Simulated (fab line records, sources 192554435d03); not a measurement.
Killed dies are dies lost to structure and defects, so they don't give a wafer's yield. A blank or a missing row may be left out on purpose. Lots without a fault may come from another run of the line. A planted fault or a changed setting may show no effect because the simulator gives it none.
Which tool did it? | flow n5_finfet | 9 lots, 26 wafers sampled, at 1 step of a route of 1938

WHAT THE GAUGES READ, wafer by wafer
N5_MIM_BOT_LITHO_OVL_MEAS_11.
lot  | measured     | on         | MIM_BOT_OVL (nm)
L182 | day 13 08:23 | overlay-02 | 4 0 4
L184 | day 13 21:38 | overlay-01 | 2 9
L192 | day 15 20:02 | overlay-02 | -5 0 4
L195 | day 16 10:43 | overlay-01 | 1 8 8
L197 | day 16 22:41 | overlay-02 | 8 6 4
L199 | day 17 08:16 | overlay-01 | 7 6 2
L200 | day 17 13:28 | overlay-01 | 7 5 -5
L202 | day 18 15:59 | overlay-01 | 4 -2 -7
L201 | day 18 19:28 | overlay-02 | 7 12 10

WHICH TOOL RAN EACH LOT (tool, then ch and the chambers of the sampled wafers, then the start)
The record holds no process step before these readings.

THE ANSWER, worked out from the rows above alone
Rule: what is usual is taken from the lots themselves. Put in order of their means at a reading, lots are off if they are a third of the lots or fewer, leave a main group of 4 or more, and stand apart from it by a gap of 3 or more times the standard deviation of the main group's means; of several such gaps the widest counts. A main group whose means are all the same, to the digits that the tables above print for the reading, isn't used. A lot without any number at a reading at which 4 lots or more have one is off too. The other lots that the step has rows for count as sound.
No lot is off at any reading shown: from this, nothing can be told.

WHAT THE SIMULATOR HAD PUT IN
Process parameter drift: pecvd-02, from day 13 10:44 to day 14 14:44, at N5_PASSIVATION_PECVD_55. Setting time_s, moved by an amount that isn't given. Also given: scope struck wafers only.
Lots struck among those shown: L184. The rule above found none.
